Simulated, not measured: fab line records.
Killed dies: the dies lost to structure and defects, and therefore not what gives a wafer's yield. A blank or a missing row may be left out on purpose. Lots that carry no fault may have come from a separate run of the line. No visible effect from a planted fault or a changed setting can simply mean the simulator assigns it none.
A struck lot beside a sound one :: flow nand_harc :: 33 steps out of a route of 1302
Sound: these wafers, L209.4, L209.5, L209.6. Struck: wafer L219.1 (L219.2, L219.3, from the same lot, were not struck and are left out); the cause is given at the end.
Per side, at each step with rows, come the tool, then ch with its chambers, and then its first start. Under that, the readings that differ: sound wafers :: struck wafers :: difference of the means :: sigmas: that difference in standard deviations of wafers without a fault.
alike: words and numbers the same on both sides, and readings whose means are apart by under 2 such deviations; not compared: readings that were withheld, readings missing a value for some wafer, numbers with overlapping values and no deviation given by the record, and bounds like >300 which may hide the same value.
The two part at a step that has a row with sigmas, a row that says differs or no value, or rows on one side only. When numbers do not overlap yet have no deviation, they are printed without sigmas and do not part them. A reading missing from all wafers of one side parts the sides only when that side holds two or more wafers.

first, 9 steps without rows for these wafers: NHARC_P_M2_DESCUM_14 (chemistry O2, time 3 s); NHARC_P_M2_ETCH_35 (etches the open film in N2/H2, target depth 40 nm, overetch 12 nm, time 43.94 s); NHARC_P_M2_ETCH_15 (etches the open film in C4F8/Ar, target depth 182.5 nm, time 91.2 s); NHARC_P_M2_STRIP_18 (strips in N2/H2); NHARC_P_M2_ETCH_28 (etches the open film in CF4/N2, target depth 30 nm, time 72.99 s); NHARC_P_M2_STRIP_19 (strips in post etch residue remover, time 600 s); NHARC_P_M2_DEGAS_29 (time 60 s); NHARC_P_M2_PRE_CLEAN_30 (time 30 s); NHARC_P_M2_PVD_20 (deposits TaN, target thk 5 nm, time 8.06 s).
NHARC_P_M2_PVD_21: deposits Cu, target thk 30 nm, time 20.49 s.
  sound: pvd_sputter-02 at day 8 22:14; struck: pvd_sputter-03 at day 13 06:41
reading: throttle_valve_pct (%)
sound: 31.4 31.4 31.3
struck: 28.8
difference: -2.6
sigmas: -3
  alike: substrate_temp_c
then, 22 steps without rows for these wafers: NHARC_P_M2_ECD_22 (material Cu, target thk 400 nm); NHARC_P_M2_ANNEAL_31 (time 90 s); NHARC_P_M2_CMP_23 (polishes, t overpolish 20 s, target thk 144.3 nm); NHARC_P_M2_SRD_25; NHARC_P_M2_PRE_CLEAN_32 (time 12 s); NHARC_P_M2_DEP_33 (deposits SiCN, target thk 30 nm); NHARC_P_BONDPAD_DEP_00 (deposits SiCN, target thk 250 nm); NHARC_P_BONDPAD_CMP_32 (polishes SiCN, target thk 200 nm); NHARC_P_BONDPAD_SRD_34; NHARC_P_BONDPAD_DEHYDRATE_01 (time 120 s); NHARC_P_BONDPAD_HMDS_02 (time 30 s); NHARC_P_BONDPAD_COAT_36 (time 65 s); NHARC_P_BONDPAD_COAT_03 (resist thk 600 nm); NHARC_P_BONDPAD_SOFTBAKE_04 (time 70 s); NHARC_P_BONDPAD_EBR_05; NHARC_P_BONDPAD_EXPOSE_06 (exposes mask P BPAD); NHARC_P_BONDPAD_PEB_07 (peb time 80 s); NHARC_P_BONDPAD_DEVELOP_08 (time 50 s); NHARC_P_BONDPAD_HARDBAKE_10 (time 65 s); NHARC_P_BONDPAD_DESCUM_11 (chemistry O2, time 3 s); NHARC_P_BONDPAD_ETCH_37 (etches the open film in N2/H2, target depth 60 nm, overetch 18 nm, time 65.91 s); NHARC_P_BONDPAD_ETCH_12 (etches the open film in CHF3/O2, target depth 200 nm, time 100 s).
-- break in the record here, with 18 days between the starts of the struck wafers on either side (left off in module P_BONDPAD, picked up again in module END, where the first step shown is number 1302 on the route) --
NHARC_END_SORT_01:
  sound on prober-02 ch 0, day 26 16:16; struck on prober-02 ch 0, day 31 12:04
reading: defect_limited_yield (%)
sound: 93.1 91.3 92.9
struck: 0
difference: -92
sigmas: -36

reading: killed_at_periphery
sound: 3 3 3
struck: 613
difference: +610
sigmas: +99 or more

reading: killed_dies
sound: 47 59 48
struck: 677
difference: +626
sigmas: +37
  alike: killed_at_array, killed_at_other, killed_open, killed_short

WHERE THEY PART
First at NHARC_P_M2_PVD_21; last, within this record, at NHARC_END_SORT_01.

WHY: whatever the simulator had introduced
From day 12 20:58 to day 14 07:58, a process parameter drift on pvd_sputter-03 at NHARC_P_M2_PVD_21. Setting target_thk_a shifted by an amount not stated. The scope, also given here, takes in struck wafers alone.
